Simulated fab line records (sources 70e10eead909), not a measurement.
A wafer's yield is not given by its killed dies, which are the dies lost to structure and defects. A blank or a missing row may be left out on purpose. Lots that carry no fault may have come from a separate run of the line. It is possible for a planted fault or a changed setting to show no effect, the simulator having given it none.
A struck lot beside a sound one | flow nandHarc | 15 steps out of a route of 1302
Sound: these wafers, L488.2, L488.4, L488.5. Wafers struck: L475.3, L475.4, L475.6. The cause comes at the end.
Each step with rows lists, per side, the tool, then ch with its chambers, then its first start. Under that, the readings that differ: sound wafers | struck wafers | difference of the means | sigmas: that difference in standard deviations of wafers without a fault.
alike: same words and numbers on both sides, and readings whose means sit less than 2 such deviations apart. not compared: any withheld reading, any reading some wafer has no value for, any bound like >300 that may hide the same value, and any number with overlapping values for which the record gives no deviation.
Wherever a step has rows on one side only, a row that says differs or no value, or a row with sigmas, the two part there. Numbers that don't overlap but have no deviation are shown without sigmas and don't part them. A reading missing from all wafers of one side parts the sides only when that side holds two or more wafers.

first, 2 steps without rows for these wafers: NHARC_A_CHANNEL_HOLE_D1_STRIP_42 (strips in CF4/CHF3); NHARC_A_CHANNEL_HOLE_D1_STRIP_43 (strips in O2/COS).
NHARC_A_CHANNEL_HOLE_D1_ETCH_44: etches the open film in CF4/O2, target depth 140 nm, overetch 14 nm, time 77 s.
  sound on rieDiel-08 ch 1,2, day 15 23:58; struck on rieDiel-08 ch 1,3, day 11 01:52
reading             | sound             | struck            | difference | sigmas
oesProductAu (a.u.) | 1.009 1.014 1.018 | 0.985 0.995 0.992 | -0.023     | -2
  alike: drypumpMotorCurrentA, o2FlowSccm, rfVppV, showerheadPlenumPTorr, throttleValvePct
  not compared: rfHoursCounterH
NHARC_A_CHANNEL_HOLE_D1_STRIP_27: strips in O2.
  sound on rieDiel-08 ch 0,1; struck on rieDiel-08 ch 1,2,3
  alike: drypumpMotorCurrentA, o2FlowSccm, oesProductAu, rfVppV, showerheadPlenumPTorr, throttleValvePct
  not compared: rfHoursCounterH
then, 2 steps without rows for these wafers: NHARC_A_CHANNEL_HOLE_D1_PRECLEAN_28 (cleans in SC1); NHARC_A_CHANNEL_HOLE_D1_SRD_29.
NHARC_A_CHANNEL_HOLE_D1_CD_MEAS_30:
  sound on cdSem-02, day 16 00:45; struck on cdSem-03, day 11 02:47
  alike: cdNm
NHARC_A_CHANNEL_HOLE_D1_XSEM_31:
  sound on xsem-01 ch 0, day 16 00:50; struck on xsem-01 ch 0, day 11 02:52
  alike: botCdNm, bowNm, tiltDeg
NHARC_A_CHANNEL_HOLE_D1_INSPECT_40:
  sound on defectInspect-02, day 16 00:56; struck on defectInspect-02, day 11 04:15
  alike: rawDefectCount
then, 2 steps without rows for these wafers: NHARC_A_CHANNEL_FILL_D1_PRECLEAN_00 (cleans in SC1); NHARC_A_CHANNEL_FILL_D1_SRD_01.
NHARC_A_CHANNEL_FILL_D1_ALD_02: deposits SiO2, target thk 6 nm, pulse time 10 s, ald cycles 60.
  sound on aldHk-04 ch 0,3, day 16 01:08; struck on aldHk-02 ch 0,1, day 11 04:32
  alike: aldCycles, heaterPowerW, precursorPulseHeightRel
NHARC_A_CHANNEL_FILL_D1_ALD_03: deposits SiNx, target thk 6 nm, pulse time 60 s, ald cycles 58.
  sound on aldSinBatch-02 ch 0, day 16 04:34; struck on aldSinBatch-01 ch 0, day 11 05:59
reading   | sound    | struck      | difference | sigmas
aldCycles | 58 58 58 | 102 102 102 | +44        | 
  alike: precursorPulseHeightRel
NHARC_A_CHANNEL_FILL_D1_ALD_14: deposits SiO2, target thk 2.5 nm, pulse time 10 s, ald cycles 25.
  sound on aldHk-01 ch 0,1, day 16 08:08; struck on aldHk-01 ch 0,3, day 11 09:43
  alike: aldCycles, heaterPowerW, precursorPulseHeightRel
-- record jumps: 15 days between struck wafers' starts before vs after; left off in module A_CHANNEL_FILL_D1, resumes in module END, first step shown is number 1302 of the route --
NHARC_END_SORT_01:
  sound on prober-02 ch 0, day 31 14:13; struck on prober-01 ch 0, day 26 09:25
reading           | sound    | struck   | difference | sigmas
killedAtArray     | 26 28 30 | 71 66 64 | +39        | +2
killedAtOther     | 6 4 2    | 1 0 0    | -4         | -3
killedAtPeriphery | 1 0 1    | 11 8 6   | +8         | +3
killedDies        | 33 32 33 | 83 74 70 | +43        | +2
  alike: killedOpen, killedShort

## WHERE THEY PART
Last at NHARC_END_SORT_01 as far as this record goes, first at NHARC_A_CHANNEL_HOLE_D1_ETCH_44.

WHY: what had been put in by the simulator
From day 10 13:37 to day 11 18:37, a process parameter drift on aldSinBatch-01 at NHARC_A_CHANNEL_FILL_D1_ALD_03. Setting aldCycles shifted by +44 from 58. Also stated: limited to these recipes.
